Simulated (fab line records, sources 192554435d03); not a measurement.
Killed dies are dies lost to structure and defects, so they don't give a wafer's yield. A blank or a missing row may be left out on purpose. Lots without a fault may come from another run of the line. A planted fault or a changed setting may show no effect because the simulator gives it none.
A struck lot beside a sound one | flow n5_finfet | 38 steps out of a route of 1938
Sound: wafers L618.1, L618.4, L618.6. Struck: wafers L627.2, L627.4, L627.6. The cause comes at the end.
At each step with rows: each side's tool, then ch and its chambers, then its first start. Under that, the readings that differ: sound wafers | struck wafers | difference of the means | sigmas: that difference in standard deviations of wafers without a fault.
alike: readings whose means differ by less than 2 such deviations, and words and numbers that are the same on both sides. not compared: withheld readings, readings that some wafer has no value for, bounds like >300 that may hide the same value, and numbers for which the record gives no deviation and whose values overlap.
The two part at a step that has a row with sigmas, a row that says differs or no value, or rows on one side only. Numbers that don't overlap but have no deviation are shown without sigmas and don't part them. A reading that every wafer of one side lacks parts them only if that side has two wafers or more.

first, 9 steps without rows for these wafers: N5_BEOL_M2_COAT_68 (time 60 s, resist thk 12 nm); N5_BEOL_M2_COAT_76 (time 60 s, resist thk 5 nm); N5_BEOL_M2_COAT_22 (resist thk 30 nm); N5_BEOL_M2_EBR_24; N5_BEOL_M2_SOFTBAKE_23 (time 60 s); N5_BEOL_M2_EXPOSE_25 (exposes mask V1, defocus 5 nm); N5_BEOL_M2_PEB_26 (peb time 60 s); N5_BEOL_M2_DEVELOP_27 (develop time 30 s); N5_BEOL_M2_DESCUM_33 (chemistry O2, time 7 s).
N5_BEOL_M2_ETCH_77: etches underlayer in N2/H2, target depth 6.5 nm, time 5.2 s.
  sound on rie_diel-05 ch 2,3, day 8 06:53; struck on rie_diel-06 ch 1,2,3, day 10 18:07
  reading                | sound             | struck            | difference | sigmas
  throttle_valve_pct (%) | 18.22 18.00 18.03 | 17.37 17.46 17.56 | -0.62      | -2
  alike: drypump_motor_current_A, etch_rf_on_time_s, oes_product_au, rf_vpp_V, showerhead_plenum_p_Torr
  not compared: rf_hours_counter_h
then, 27 steps without rows for these wafers: N5_BEOL_M2_ETCH_69 (etches SiARC in CF4, target depth 15.6 nm, time 26 s); N5_BEOL_M2_ALD_98 (deposits SiO2, target thk 2.5 nm, pulse time 1 s, co reactant pulse time 1 s); N5_BEOL_M2_ETCHBACK_99 (etches SiO2 in CHF3, target depth 5 nm, time 10.4 s); N5_BEOL_M2_ETCH_70 (etches SOC in N2/H2, target depth 80 nm, overetch 24 nm, time 130 s); N5_BEOL_M2_STRIP_71 (strips in N2/H2); N5_BEOL_M2_STRIP_78 (strips in N2/H2); N5_BEOL_M2_VIA_ETCH_34 (etches the open film in C4F6/O2, target depth 69.4 nm, time 65.9 s); N5_BEOL_M2_STRIP_83 (strips in C4F6/O2); N5_BEOL_M2_STRIP_36 (strips in N2/H2); N5_BEOL_M2_TRENCH_ETCH_37 (etches SiOC in C4F6/O2, target depth 55.555 nm, time 29.2 s); N5_BEOL_M2_ETCH_41 (etches SiCN in CH3F/O2, target depth 29.9 nm, time 52.5 s); N5_BEOL_M2_STRIP_97 (strips in N2/H2, time 10 s); N5_BEOL_M2_HM_STRIP_39 (strips TiN in peroxide tin strip, target depth 25 nm, time 158 s); N5_BEOL_M2_SRD_40 (time 30 s); N5_BEOL_M2_PRECLEAN_42 (cleans in residue remover, time 60 s); N5_BEOL_M2_SRD_43 (time 30 s); N5_BEOL_M2_DEGAS_44 (time 60 s); N5_BEOL_M2_PRE_CLEAN_45 (time 30 s); N5_BEOL_M2_ALD_84 (deposits TaN, pulse time 2 s, purge time 3 s, co reactant purge time 2 s); N5_BEOL_M2_SURFACE_TREAT_85; N5_BEOL_M2_CVD_47 (deposits Co from CCTBA/H2, target thk 3 nm, time 223.8 s); N5_BEOL_M2_SPUTTER_48 (material Cu, target thk 4.5 nm, time 8.29 s); N5_BEOL_M2_ANNEAL_49 (time 240 s); N5_BEOL_M2_SPUTTER_79 (material Cu, target thk 4.5 nm, time 8.29 s); N5_BEOL_M2_ANNEAL_80 (time 240 s); N5_BEOL_M2_SPUTTER_81 (material Cu, target thk 4.5 nm, time 8.29 s); N5_BEOL_M2_ANNEAL_82 (time 240 s).
-- the record jumps here: 7 days lie between the struck wafers' starts before and after (it left off in module BEOL_M2 and takes up again in module PASSIVATION, whose first step shown is number 1936 of the route) --
N5_PASSIVATION_PROBE_49:
  the record has rows for the struck wafers here (prober-02, day 17 10:42) and none for the sound ones

WHERE THEY PART
First at N5_BEOL_M2_ETCH_77; last, within this record, at N5_PASSIVATION_PROBE_49.

WHY: what the simulator had put in
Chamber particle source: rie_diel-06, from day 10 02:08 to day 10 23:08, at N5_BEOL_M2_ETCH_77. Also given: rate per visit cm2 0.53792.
